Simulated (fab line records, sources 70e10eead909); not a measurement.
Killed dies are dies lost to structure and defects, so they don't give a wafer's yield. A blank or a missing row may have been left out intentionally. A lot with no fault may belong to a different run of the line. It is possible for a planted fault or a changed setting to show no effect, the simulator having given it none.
Shared-tool check | flow nandHarc | 2 lots and 5 wafers in the sample

== REASON IT WAS OPENED ==
At NHARC_END_SORT_01 the reading killedAtPeriphery is flagged on 1 of 2 lots. No-fault wafers: 3.5, standard deviation 2.7.
Rule: a lot is flagged when every wafer of it that has a number lies more than 4 standard deviations from that mean, or none has a number. The rest of the lots are taken to be sound.

lot  | measured     | on        | killedAtPeriphery, wafer by wafer | flag
L523 | day 26 19:40 | prober-01 | 628 630 618                       | FLAGGED
L533 | day 31 01:58 | prober-02 | 1 2                               | 
The numbers of the flagged lots are 625.3 on average: +621.8 against the usual, or +99 or more standard deviations.

== WHICH TOOL EACH LOT WENT THROUGH ==
3 process steps preceding the reading are held in the record, out of 1302 steps in the route. In each cell: the tool, then ch and the chambers that the sampled wafers went through, then the start.
lot  | flag    | NHARC_P_GATE_EXPOSE_08           | NHARC_P_GATE_ETCH_114                       | NHARC_P_GATE_STRIP_108
L523 | FLAGGED | krfScanner-02 ch 0, day 6 18:47  | rieDiel-10 ch 1,2,3, day 7 09:58 or earlier | rieDiel-11 ch 0,3, day 7 09:58
L533 |         | krfScanner-02 ch 0, day 10 22:07 | rieDiel-11 ch 1,3, day 11 15:20 or earlier  | rieDiel-10 ch 0,1,3, day 11 15:20
These steps, and what they do:
- NHARC_P_GATE_EXPOSE_08: exposes mask P HV.
- NHARC_P_GATE_ETCH_114: etches the open film in CF4/O2, target depth 30 nm, overetch 3 nm, time 16.5 s.
- NHARC_P_GATE_STRIP_108: strips in O2.
- NHARC_END_SORT_01

== FLAGGED AGAINST TOTAL, ONE TOOL AT A TIME (gauges that did the reading follow at the end) ==
step                   | tool          | lots run | flagged | share of the flagged lots | sound lots run after its first flagged lot
NHARC_P_GATE_EXPOSE_08 | krfScanner-02 | 2        | 1       | all                       | 1 (L533)
NHARC_P_GATE_ETCH_114  | rieDiel-10    | 1        | 1       | all                       | 0
NHARC_P_GATE_ETCH_114  | rieDiel-11    | 1        | 0       | none                      | -
NHARC_P_GATE_STRIP_108 | rieDiel-10    | 1        | 0       | none                      | -
NHARC_P_GATE_STRIP_108 | rieDiel-11    | 1        | 1       | all                       | 0
NHARC_END_SORT_01      | prober-01     | 1        | 1       | all                       | 0
NHARC_END_SORT_01      | prober-02     | 1        | 0       | none                      | -
NHARC_P_GATE_ETCH_114: start missing for some lots; hours and lot order therefore follow NHARC_P_GATE_STRIP_108.

== WHAT THE TABLE ALLOWS ==
4 rows of the table ran every flagged lot: krfScanner-02 at NHARC_P_GATE_EXPOSE_08, rieDiel-10 at NHARC_P_GATE_ETCH_114, rieDiel-11 at NHARC_P_GATE_STRIP_108, prober-01 at NHARC_END_SORT_01.
- krfScanner-02 at NHARC_P_GATE_EXPOSE_08 ran 2 lots, 1 of them flagged. Sound lots ran on it after the first flagged one (L533), which a lasting fault on the whole tool wouldn't allow.
- rieDiel-10 at NHARC_P_GATE_ETCH_114: 1 of its 1 lot flagged. In this sample it ran no sound lot ahead of its first flagged lot, so there is no way to narrow down the start.
- rieDiel-11 at NHARC_P_GATE_STRIP_108: 1 of its 1 lot flagged. In this sample it ran no sound lot ahead of its first flagged lot, so there is no way to narrow down the start.
- prober-01 at NHARC_END_SORT_01: 1 of its 1 lot flagged. In this sample it ran no sound lot ahead of its first flagged lot, so there is no way to narrow down the start.
Because each of these 3 tools fits a fault that began at some hour, counting lots does not separate them. More lots, or a look at what each step does to the wafer, might.

== WHAT WAS PUT IN BY THE SIMULATOR ==
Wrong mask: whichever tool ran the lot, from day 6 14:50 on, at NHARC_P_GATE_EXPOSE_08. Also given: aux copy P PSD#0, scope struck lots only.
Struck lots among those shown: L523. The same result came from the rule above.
